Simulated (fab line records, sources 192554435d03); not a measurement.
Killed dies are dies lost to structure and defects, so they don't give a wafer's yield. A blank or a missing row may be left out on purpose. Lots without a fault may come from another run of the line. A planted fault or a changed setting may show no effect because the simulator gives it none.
fab line records | flow n5_finfet
record lots=7 wafers=21
route steps=1938 shown ZERO_LAYER@9 FIN_CUT@176 DUMMY_GATE@222 SD_EPI_N@278 SD_EPI_P@321 SD_ACTIVATION@330 SDB@353
start_h: hours from the record's first day to the start of the lot's first wafer shown | wait_h: hours since the lot's step before | " the same as in the row above | L1.1+2: a row that stands for several wafers | - no value, or no start given | * or withheld: withheld | < > ~ a bound
route shown NAME@n: a module of which the file shows steps, and the number in the route of the first | usual: mean/standard deviation of fault-free wafers | same: alike in all rows | chamber/n: place in a boat | sites: the reading at each site | _std_site: their standard deviation | _edge_site: outer sites' mean less inner sites' | radius_mm: how far each site lies from the wafer's centre | mask NAME#n: copy n | behind: the tool/chamber that last shaped the wafer | hold: why the lot was held/for how many hours/how that ended | device: the transistor (n, p or np) that didn't switch | end of line: the same wafers' tests at the end of the route | a step without rows: its recipe alone | killed: dies lost to structure and defects at the first sort, not the wafer's yield | map: a wafer's dies, x killed, . not, _ none there
set.NAME: the setting as run; set.NAME@STEP: as run at that earlier step | model.NAME: the simulator's own value behind a step, which no gauge read
lots whose settings were changed on purpose; a table a step, a row a wafer
## steps
# step N5_ZERO_LAYER_EXPOSE_08
# recipe mask_id=ZERO na=0.55 source_shape=conventional sigma_outer=0.8 polarization=unpolarized defocus_nm=0 target_cd_nm=2000 dose_mj=16.2
# columns lot.wafer tool chamber start_h wait_h mask set.dose_mj
L074.3+5+6 krf_scanner-02 0 12.60 - ZERO#0 15.85
L077.1+4+5 krf_scanner-02 0 30.47 - ZERO#0 16.2
L086.1+6 krf_scanner-02 0 84.49 - ZERO#0 16.2
L086.3 " 0 " " ZERO#0 15.89
L087.1+2+6 krf_scanner-01 0 90.80 - ZERO#0 16.2
L091.3+4 krf_scanner-01 0 114.48 - ZERO#0 16.2
L091.6 " 0 " " ZERO#0 17.12
L093.1+2 krf_scanner-02 0 126.59 - ZERO#0 16.2
L093.4 " 0 " " ZERO#0 15.44
L094.2+4+6 krf_scanner-01 0 132.60 - ZERO#0 16.2
# step N5_ZERO_LAYER_DEVELOP_10
# recipe develop_time_s=60 rinse_liquid=diw dry=air_spin dev_temp_c=21
# columns lot.wafer tool chamber start_h wait_h set.develop_time_s
L074.3+5 litho_track-04 0 - - 60
L074.6 " 0 " " 65.22
L077.1+4+5 litho_track-03 0 - - 60
L086.1 litho_track-04 0 - - 60
L086.3+6 " 0 " " 65.45
L087.1+2 litho_track-02 0 - - 47.41
L087.6 " 0 " " 60
L091.3+4+6 litho_track-04 0 - - 60
L093.1+2+4 litho_track-02 0 - - 60
L094.2+4 litho_track-03 0 - - 49.48
L094.6 " 0 " " 60
# step N5_ZERO_LAYER_HARDBAKE_23
# recipe temp_c=130 time_s=120
# step N5_ZERO_LAYER_CD_MEAS_11
# recipe target_cd_nm=2000 landing_energy_ev=500 detector=se_inlens
# usual cd_nm=2000.2/1.5
# columns lot.wafer tool chamber start_h wait_h set.dose_mj@ZERO_LAYER_EXPOSE_08 set.develop_time_s@ZERO_LAYER_DEVELOP_10 cd_nm
L074.3 cd_sem-03 0 12.77 - 15.85 60 1995.9
L074.5 " 0 " " 15.85 60 1995.1
L074.6 " 0 " " 15.85 65.22 1997.0
L077.1 cd_sem-01 0 30.64 - 16.2 60 2001.8
L077.4 " 0 " " 16.2 60 2001.2
L077.5 " 0 " " 16.2 60 2000.4
L086.1 cd_sem-03 0 84.66 - 16.2 60 2000.2
L086.3 " 0 " " 15.89 65.45 1996.8
L086.6 " 0 " " 16.2 65.45 2001.5
L087.1 cd_sem-03 0 90.98 - 16.2 47.41 1995.5
L087.2 " 0 " " 16.2 47.41 1995.0
L087.6 " 0 " " 16.2 60 2000.4
L091.3 cd_sem-02 0 114.65 - 16.2 60 1999.8
L091.4 " 0 " " 16.2 60 2000.7
L091.6 " 0 " " 17.12 60 2012.7
L093.1 cd_sem-01 0 126.77 - 16.2 60 1998.7
L093.2 " 0 " " 16.2 60 1998.4
L093.4 " 0 " " 15.44 60 1987.2
L094.2 cd_sem-02 0 132.77 - 16.2 49.48 1996.3
L094.4 " 0 " " 16.2 49.48 1994.6
L094.6 " 0 " " 16.2 60 1998.3
# step N5_FIN_CUT_CUT_ETCH_15
# recipe chemistry=HBr/Cl2/O2 target=Si target_depth_a=1000 bt_time_s=10 mask_material=SOC time_s=42.4 ion_energy_ev=* bias_w=* pressure_mtorr=10 icp_w=800 HBr_flow_sccm=150 Cl2_flow_sccm=80 O2_flow_sccm=12
# columns lot.wafer tool chamber start_h wait_h set.time_s model.FIN_CUT.feature_depth_nm model.etch.depth_nm model.SOC_of_FIN_CUT_COAT_18.thk_nm
L074.3 rie_si-05 2 28.23 0.0 42.4 99.8 99.75 170.4
L074.5 " 1 " " 39.57 92.4 92.38 172.8
L074.6 " 0 " " 42.4 100 100.1 169.8
L077.1 rie_si-05 1 47.52 0.1 42.4 98 98.05 172.2
L077.4 " 0 " " 42.4 98.8 98.82 170.4
L077.5 " 1 " " 42.4 97.8 97.9 171.8
L086.1 rie_si-02 3 100.71 0.1 42.4 99.4 99.33 170.4
L086.3 " 0 " " 42.4 99.2 99.22 171.2
L086.6 " 3 " " 42.4 99.2 99.23 170.2
L087.1 rie_si-05 3 105.84 0.1 42.4 100.4 100.3 169.8
L087.2 " 2 " " 36.56 86 86.06 176.6
L087.6 " 2 " " 42.4 98.8 98.89 170.4
L091.3 rie_si-02 1 128.93 0.0 42.4 98.2 98.14 170.6
L091.4 " 0 " " 42.4 99.6 99.69 169.8
L091.6 " 2 " " 47.65 111.6 111.6 164.8
L093.1 rie_si-04 2 143.30 0.1 42.4 101.6 101.5 170
L093.2 " 3 " " 42.4 100.2 100.2 170.8
L093.4 " 1 " " 33.06 79.2 79.28 177.6
L094.2 rie_si-02 0 149.15 0.1 42.4 100.4 100.5 170.2
L094.4 " 2 " " 42.4 100.2 100.2 171.8
L094.6 " 2 " " 37.69 88.8 88.88 174.8
# step N5_DUMMY_GATE_COAT_34
# recipe resist=SOC temp_c=250 time_s=60 spin_rpm=1500 resist_thk_nm=60
# columns lot.wafer tool chamber start_h wait_h set.spin_rpm model.SOC_of_DUMMY_GATE_COAT_34.thk_nm
L074.3+5 litho_track-03 0 46.60 0.0 1448 61.2
L074.6 " 0 " " 1500 60.2
L077.1+4 litho_track-04 0 66.51 0.0 1500 60.2
L077.5 " 0 " " 1500 60
L086.1 litho_track-04 0 118.75 0.1 1500 60.2
L086.3+6 " 0 " " 1416 62
L087.1+2 litho_track-03 0 124.86 0.0 1500 60
L087.6 " 0 " " 1500 60.2
L091.3 litho_track-02 0 146.35 0.0 1445 61.2
L091.4 " 0 " " 1445 61.4
L091.6 " 0 " " 1500 60
L093.1 litho_track-02 0 160.55 0.0 1632 57.8
L093.2 " 0 " " 1500 60
L093.4 " 0 " " 1500 59.8
L094.2+6 litho_track-04 0 166.38 0.0 1500 60.2
L094.4 " 0 " " 1560 59
# step N5_DUMMY_GATE_COAT_35
# recipe resist=SiARC temp_c=220 time_s=60 spin_rpm=1500 resist_thk_nm=10
# step N5_DUMMY_GATE_COAT_28
# recipe resist=underlayer temp_c=205 time_s=60 spin_rpm=1500 resist_thk_nm=10
# step N5_DUMMY_GATE_ETCH_29
# recipe chemistry=N2/H2 target=underlayer target_depth_a=130 ion_energy_ev=200 pressure_mtorr=30 source_w=840 bias_w=150 n2_flow_sccm=200 h2_flow_sccm=200
# step N5_DUMMY_GATE_ETCH_36
# recipe chemistry=CF4 target=SiARC target_depth_a=130 pressure_mtorr=40 source_w=545 bias_w=36 Ar_flow_sccm=100 cf4_flow_sccm=100 ion_energy_ev=80
# step N5_DUMMY_GATE_ETCH_37
# recipe chemistry=N2/H2 target=SOC target_depth_a=600 overetch_a=300 temp_c=40 ion_energy_ev=200 pressure_mtorr=30 source_w=840 bias_w=150 n2_flow_sccm=200 h2_flow_sccm=200
# columns lot.wafer tool chamber start_h wait_h set.spin_rpm@DUMMY_GATE_COAT_34 model.etch.depth_nm
L074.3 rie_diel-04 0 47.50 0.0 1448 61.28
L074.5 " 1 " " 1448 61.27
L074.6 " 0 " " 1500 60.24
L077.1 rie_diel-04 3 67.35 0.0 1500 60.14
L077.4 " 0 " " 1500 60.25
L077.5 " 3 " " 1500 60.01
L086.1 rie_diel-03 3 119.42 0.0 1500 60.2
L086.3 " 0 " " 1416 61.95
L086.6 " 3 " " 1416 62.09
L087.1 rie_diel-03 1 125.40 0.0 1500 60.08
L087.2 " 3 " " 1500 60
L087.6 " 0 " " 1500 60.12
L091.3 rie_diel-04 1 146.91 0.0 1445 61.18
L091.4 " 2 " " 1445 61.42
L091.6 " 2 " " 1500 59.94
L093.1 rie_diel-04 2 161.13 0.0 1632 57.71
L093.2 " 0 " " 1500 60.07
L093.4 " 3 " " 1500 59.81
L094.2 rie_diel-04 0 166.92 0.0 1500 60.12
L094.4 " 2 " " 1560 58.94
L094.6 " 1 " " 1500 60.18
# step N5_DUMMY_GATE_STRIP_38
# recipe chemistry=N2/H2 temp_c=40 n2_flow_sccm=200 h2_flow_sccm=200 rf_frequency_hz=6e+07
# step N5_DUMMY_GATE_STRIP_39
# recipe chemistry=N2/H2 temp_c=40 n2_flow_sccm=200 h2_flow_sccm=200 rf_frequency_hz=6e+07
# step N5_DUMMY_GATE_STRIP_40
# recipe chemistry=CF4 resist=SiARC power_w=300 bias_power_w=75 pressure_mtorr=50 cf4_flow_sccm=150 rf_frequency_hz=6e+07
# step N5_DUMMY_GATE_ETCH_31
# recipe chemistry=C4F6/O2 target=SiO2 mask_material=SOC target_depth_a=825 time_s=27.5 ion_energy_ev=250 pressure_mtorr=30 source_w=345 bias_w=185 Ar_flow_sccm=300 C4F6_flow_sccm=10 O2_flow_sccm=10
# columns lot.wafer tool chamber start_h wait_h set.spin_rpm@DUMMY_GATE_COAT_34 model.SOC_of_DUMMY_GATE_COAT_34.thk_nm
L074.3+5 rie_diel-03 0,3 48.12 0.2 1448 53
L074.6 " 2 " " 1500 51.8
L077.1+5 rie_diel-05 1,2 67.73 0.1 1500 51.8
L077.4 " 0 " " 1500 52
L086.1 rie_diel-03 3 119.70 0.0 1500 52
L086.3 " 1 " " 1416 53.4
L086.6 " 0 " " 1416 53.8
L087.1 rie_diel-04 2 125.68 0.0 1500 52
L087.2+6 " 1,2 " " 1500 51.8
L091.3+4 rie_diel-05 0,3 147.20 0.0 1445 53
L091.6 " 3 " " 1500 51.4
L093.1 rie_diel-03 1 161.41 0.0 1632 49
L093.2 " 3 " " 1500 51.8
L093.4 " 3 " " 1500 51.4
L094.2+6 rie_diel-04 3,1 167.34 0.0 1500 52
L094.4 " 0 " " 1560 50.6
# step N5_SD_EPI_N_ETCH_45
# recipe chemistry=CH3F/O2 target=SiOCN target_depth_a=60 mask_material=SOC ion_energy_ev=60 bias_w=29 pressure_mtorr=15 source_w=410 Ar_flow_sccm=150 CH3F_flow_sccm=30 O2_flow_sccm=20
# columns lot.wafer tool chamber start_h wait_h set.target_depth_a model.etch.depth_nm
L074.3 rie_diel-06 0 50.34 0.1 57.14 5.85
L074.5 " 1 " " 60 6.027
L074.6 " 0 " " 60 6.111
L077.1 rie_diel-06 3 70.15 0.1 60 6.015
L077.4 " 1 " " 60 6.087
L077.5 " 2 " " 60 6.026
L086.1 rie_diel-02 3 122.16 0.1 58.1 5.981
L086.3 " 0 " " 60 6.186
L086.6 " 2 " " 60 6.077
L087.1 rie_diel-02 0 128.44 0.1 55.44 5.614
L087.2 " 2 " " 60 6.146
L087.6 " 2 " " 60 6.115
L091.3 rie_diel-01 0 149.77 0.1 60 5.935
L091.4 " 2 " " 60 6.076
L091.6 " 1 " " 60 5.892
L093.1 rie_diel-01 1 163.80 0.1 60 5.911
L093.2 " 3 " " 64.24 6.516
L093.4 " 1 " " 60 5.92
L094.2 rie_diel-06 3 169.81 0.1 60 5.886
L094.4 " 0 " " 60 6.018
L094.6 " 3 " " 60 5.927
# step N5_SD_EPI_N_EPI_21
# recipe material=Si:P dopant=P temp_c=680 pressure_torr=255 time_s=690
# columns lot.wafer tool chamber start_h wait_h set.temp_c model.Si-P_of_SD_EPI_N_EPI_21.thk_nm
L074.3 epi_rpcvd-01 0 52.43 0.9 680 59
L074.5 " 0 " " 680 58.2
L074.6 " 0 " " 681.5 61
L077.1 epi_rpcvd-01 0 71.49 0.2 680 58.8
L077.4 " 0 72.61 1.2 680 57.4
L077.5 " 0 " " 680 58.4
L086.1+6 epi_rpcvd-03 0 123.32 0.1 680 58.8
L086.3 " 0 " " 675.2 54.8
L087.1 epi_rpcvd-03 0 129.71 0.1 676.9 56.4
L087.2 " 0 " " 680 58.4
L087.6 " 0 131.11 1.4 676.9 55.4
L091.3 epi_rpcvd-03 0 151.50 0.7 680 59
L091.4 " 0 " " 680 57.8
L091.6 " 0 " " 680 58.6
L093.1 epi_rpcvd-02 0 164.96 0.1 680 59.8
L093.2 " 0 " " 684.3 63.8
L093.4 " 0 " " 680 58.6
L094.2 epi_rpcvd-02 0 171.25 0.4 680 58
L094.4 " 0 " " 680 58.2
L094.6 " 0 " " 682.6 61.8
# step N5_SD_EPI_N_EPI_MEAS_23
# recipe mode=xrd
# usual thk_nm=58.9/1.2
# columns lot.wafer tool chamber start_h wait_h set.temp_c@SD_EPI_N_EPI_21 thk_nm
L074.3 film_metro-01 - 53.96 1.2 680 59.1
L074.5 " - " " 680 58.7
L074.6 " - " " 681.5 61.6
L077.1 film_metro-02 - 73.77 1.9 680 58.9
L077.4 " - " " 680 57.9
L077.5 " - " " 680 57.4
L086.1 film_metro-01 - 125.03 1.4 680 59.3
L086.3 " - " " 675.2 56.0
L086.6 " - " " 680 59.0
L087.1 film_metro-01 - 131.43 1.4 676.9 56.3
L087.2 " - " " 680 57.3
L087.6 " - " " 676.9 54.8
L091.3 film_metro-01 - 152.67 0.9 680 58.4
L091.4 " - " " 680 59.0
L091.6 " - " " 680 58.1
L093.1 film_metro-02 - 166.68 1.4 680 58.8
L093.2 " - " " 684.3 64.1
L093.4 " - " " 680 57.7
L094.2 film_metro-02 - 172.68 1.2 680 58.2
L094.4 " - " " 680 57.9
L094.6 " - " " 682.6 60.9
# step N5_SD_EPI_N_PRECLEAN_24
# recipe chemistry=O3/DIW time_s=60 temp_c=22 o3_ppm=10
# columns lot.wafer tool chamber start_h wait_h set.temp_c@SD_EPI_N_EPI_21 model.Si-P_of_SD_EPI_N_EPI_21.thk_nm
L074.3 wet_bench-03 6 53.99 0.0 680 58.6
L074.5 " 7 " " 680 57.8
L074.6 " 5 " " 681.5 60.6
L077.1 wet_bench-05 4 73.80 0.0 680 58.4
L077.4 " 3 " " 680 57
L077.5 " 5 " " 680 58
L086.1+6 wet_bench-03 6,4 125.07 0.0 680 58.4
L086.3 " 0 " " 675.2 54.6
L087.1 wet_bench-05 4 131.47 0.0 676.9 56
L087.2 " 6 " " 680 58
L087.6 " 5 " " 676.9 55.2
L091.3 wet_bench-05 4 152.71 0.0 680 58.6
L091.4 " 0 " " 680 57.4
L091.6 " 5 " " 680 58.2
L093.1 wet_bench-05 5 166.72 0.0 680 59.4
L093.2 " 2 " " 684.3 63.2
L093.4 " 6 " " 680 58.2
L094.2 wet_bench-04 6 172.72 0.0 680 57.6
L094.4 " 2 " " 680 57.8
L094.6 " 5 " " 682.6 61.4
# step N5_SD_EPI_N_SRD_25
# recipe time_s=30 temp_c=23 rinse_liquid=diw dry=ipa_marangoni
# step N5_SD_EPI_N_PRECLEAN_49
# recipe chemistry=NF3:NH3 afs_cycles=1 temp_c=30 time_s=20 sublimation_temp_c=180 sublimation_time_s=60 pressure_torr=3 rf_power_w=30
# step N5_SD_EPI_P_EPI_21
# recipe material=SiGe:B dopant=B temp_c=550 pressure_torr=20 ambient=H2 time_s=355
# step N5_SD_EPI_P_HM_STRIP_48
# recipe chemistry=H3PO4 temp_c=160 material=SiNx target=SiNx target_depth_a=30 overetch_fraction=0.3
# columns lot.wafer tool chamber start_h wait_h set.temp_c@SD_EPI_N_EPI_21 model.Si-P_of_SD_EPI_N_EPI_21.thk_nm
L074.3 wet_bench-06 5 59.30 0.0 680 58.4
L074.5 " 1 " " 680 57.6
L074.6 " 3 " " 681.5 60.4
L077.1 wet_bench-02 1 78.28 0.0 680 58
L077.4 " 4 " " 680 56.8
L077.5 " 3 " " 680 57.8
L086.1 wet_bench-01 2 130.37 0.0 680 58.2
L086.3 " 6 " " 675.2 54.2
L086.6 " 7 " " 680 58
L087.1 wet_bench-02 5 136.77 0.0 676.9 55.8
L087.2 " 4 " " 680 57.6
L087.6 " 1 " " 676.9 54.8
L091.3 wet_bench-01 0 157.17 0.0 680 58.4
L091.4 " 2 " " 680 57.2
L091.6 " 1 " " 680 57.8
L093.1 wet_bench-06 2 171.21 0.0 680 59.2
L093.2 " 4 " " 684.3 63
L093.4 " 6 " " 680 58
L094.2 wet_bench-01 3 178.19 0.0 680 57.2
L094.4 " 4 " " 680 57.6
L094.6 " 6 " " 682.6 61.2
# step N5_SD_EPI_P_SRD_49
# recipe dry=ipa_marangoni time_s=30 temp_c=23 rinse_liquid=diw
# step N5_SD_EPI_P_PRECLEAN_24
# recipe chemistry=O3/DIW time_s=45 temp_c=22 o3_ppm=10
# step N5_SD_ACTIVATION_RTA_00
# recipe temp_c=975 time_s=0 ambient=N2 idle_temp_c=600 ramp_up_c_per_s=150 ramp_down_c_per_s=60 cool_to_c=600
# step N5_SD_ACTIVATION_LSA_01
# recipe temp_c=1080 time_s=0.0008 ambient=N2
# step N5_SD_ACTIVATION_RS_MEAS_03
# recipe thk_meas_gauge=four-point-probe
# usual RS_SD_N=21.90/0.27 RS_SD_P=56.2/0.86
# columns lot.wafer tool chamber start_h wait_h set.temp_c@SD_EPI_N_EPI_21 RS_SD_N[ohm/sq] RS_SD_P[ohm/sq]
L074.3 film_metro-02 - 59.93 0.2 680 22.00 55.4
L074.5 " - " " 680 22.12 56.5
L074.6 " - " " 681.5 21.09 56.9
L077.1 film_metro-01 - 78.87 0.2 680 21.92 54.9
L077.4 " - " " 680 22.56 56.0
L077.5 " - " " 680 21.87 55.9
L086.1 film_metro-01 - 130.94 0.2 680 21.83 56.0
L086.3 " - " " 675.2 23.46 57.4
L086.6 " - " " 680 22.15 56.5
L087.1 film_metro-01 - 137.36 0.2 676.9 23.04 55.5
L087.2 " - " " 680 22.03 55.7
L087.6 " - " " 676.9 23.18 56.6
L091.3 film_metro-02 - 157.77 0.2 680 21.88 55.0
L091.4 " - " " 680 22.23 55.1
L091.6 " - " " 680 21.76 55.1
L093.1 film_metro-01 - 171.78 0.2 680 21.52 56.2
L093.2 " - " " 684.3 20.31 55.8
L093.4 " - " " 680 21.96 56.7
L094.2 film_metro-02 - 178.85 0.2 680 22.19 56.1
L094.4 " - " " 680 22.17 58.0
L094.6 " - " " 682.6 20.81 55.6
# step N5_SDB_EXPOSE_08
# recipe mask_id=SDB na=1.35 source_shape=conventional sigma_outer=0.5 polarization=unpolarized dose_mj=49.6
# columns lot.wafer tool chamber start_h wait_h mask set.dose_mj
L074.3+5+6 arfi_scanner-01 0 67.09 - SDB#0 49.6
L077.1+4+5 arfi_scanner-02 0 85.69 - SDB#0 49.6
L086.1+3 arfi_scanner-02 0 137.76 - SDB#0 50.89
L086.6 " 0 " " SDB#0 49.6
L087.1+2 arfi_scanner-02 0 144.39 - SDB#0 49.6
L087.6 " 0 " " SDB#0 46.98
L091.3 arfi_scanner-01 0 165.12 - SDB#0 51.1
L091.4+6 " 0 " " SDB#0 49.6
L093.1+2 arfi_scanner-01 0 178.74 - SDB#0 47.02
L093.4 " 0 " " SDB#0 49.6
L094.2+6 arfi_scanner-01 0 186.18 - SDB#0 49.6
L094.4 " 0 " " SDB#0 52.08
# step N5_SDB_PEB_09
# recipe peb_temp_c=withheld peb_time_s=60 resist=CAR-ArF
# step N5_SDB_DEVELOP_10
# recipe develop_time_s=30 developer=TMAH resist=CAR-ArF rinse_liquid=diw dry=air_spin dev_temp_c=23
# step N5_SDB_CD_MEAS_11
# recipe target_cd_nm=50 landing_energy_ev=500 detector=se_inlens polarity=opening
# usual cd_nm=49.9/0.86
# columns lot.wafer tool chamber start_h wait_h set.dose_mj@SDB_EXPOSE_08 cd_nm
L074.3 cd_sem-03 0 67.20 - 49.6 49.0
L074.5 " 0 " " 49.6 49.3
L074.6 " 0 " " 49.6 49.2
L077.1 cd_sem-02 0 85.81 - 49.6 50.5
L077.4 " 0 " " 49.6 48.9
L077.5 " 0 " " 49.6 49.9
L086.1 cd_sem-03 0 137.88 - 50.89 52.7
L086.3 " 0 " " 50.89 54.2
L086.6 " 0 " " 49.6 51.3
L087.1 cd_sem-02 0 144.52 - 49.6 49.8
L087.2 " 0 " " 49.6 48.6
L087.6 " 0 " " 46.98 43.1
L091.3 cd_sem-03 0 165.24 - 51.1 52.3
L091.4 " 0 " " 49.6 49.3
L091.6 " 0 " " 49.6 49.4
L093.1 cd_sem-03 0 178.86 - 47.02 44.3
L093.2 " 0 " " 47.02 43.8
L093.4 " 0 " " 49.6 49.2
L094.2 cd_sem-01 0 186.30 - 49.6 48.8
L094.4 " 0 " " 52.08 55.7
L094.6 " 0 " " 49.6 50.5
## key
split step=N5_ZERO_LAYER_EXPOSE_08 setting=dose_mj stated=16.2 by=wafer
response step=N5_ZERO_LAYER_CD_MEAS_11 reading=cd_nm change=+2.28 per=1% r=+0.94
split step=N5_ZERO_LAYER_DEVELOP_10 setting=develop_time_s stated=60 by=wafer
response step=N5_ZERO_LAYER_CD_MEAS_11 reading=cd_nm slope=+0.197 per=1% together_with=dose_mj@ZERO_LAYER_EXPOSE_08 explained=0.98
split step=N5_FIN_CUT_CUT_ETCH_15 setting=time_s stated=42.4 by=wafer
response step=N5_FIN_CUT_CUT_ETCH_15 reading=model.FIN_CUT.feature_depth_nm change=+1 per=1% r=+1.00
response step=N5_FIN_CUT_CUT_ETCH_15 reading=model.etch.depth_nm change=+1 per=1% r=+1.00
response step=N5_FIN_CUT_CUT_ETCH_15 reading=model.SOC_of_FIN_CUT_COAT_18.thk_nm change=-0.377 per=1% r=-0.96
split step=N5_DUMMY_GATE_COAT_34 setting=spin_rpm stated=1500 by=wafer
response step=N5_DUMMY_GATE_COAT_34 reading=model.SOC_of_DUMMY_GATE_COAT_34.thk_nm change=-0.277 per=1% r=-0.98
response step=N5_DUMMY_GATE_ETCH_37 reading=model.etch.depth_nm change=-0.288 per=1% r=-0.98
response step=N5_DUMMY_GATE_ETCH_31 reading=model.SOC_of_DUMMY_GATE_COAT_34.thk_nm change=-0.316 per=1% r=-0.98
split step=N5_SD_EPI_N_ETCH_45 setting=target_depth_a stated=60 by=wafer
response step=N5_SD_EPI_N_ETCH_45 reading=model.etch.depth_nm change=+0.0691 per=1% r=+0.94
split step=N5_SD_EPI_N_EPI_21 setting=temp_c stated=680 by=wafer
response step=N5_SD_EPI_N_EPI_21 reading=model.Si-P_of_SD_EPI_N_EPI_21.thk_nm change=+6.78 per=1% r=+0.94
response step=N5_SD_EPI_N_EPI_MEAS_23 reading=thk_nm change=* per=1% r=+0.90
response step=N5_SD_EPI_N_PRECLEAN_24 reading=model.Si-P_of_SD_EPI_N_EPI_21.thk_nm change=+6.54 per=1% r=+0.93
response step=N5_SD_EPI_P_HM_STRIP_48 reading=model.Si-P_of_SD_EPI_N_EPI_21.thk_nm change=+6.59 per=1% r=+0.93
response step=N5_SD_ACTIVATION_RS_MEAS_03 reading=RS_SD_N change=-2.44 per=1% r=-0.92
split step=N5_SDB_EXPOSE_08 setting=dose_mj stated=49.6 by=wafer
response step=N5_SDB_CD_MEAS_11 reading=cd_nm change=+1.09 per=1% r=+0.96
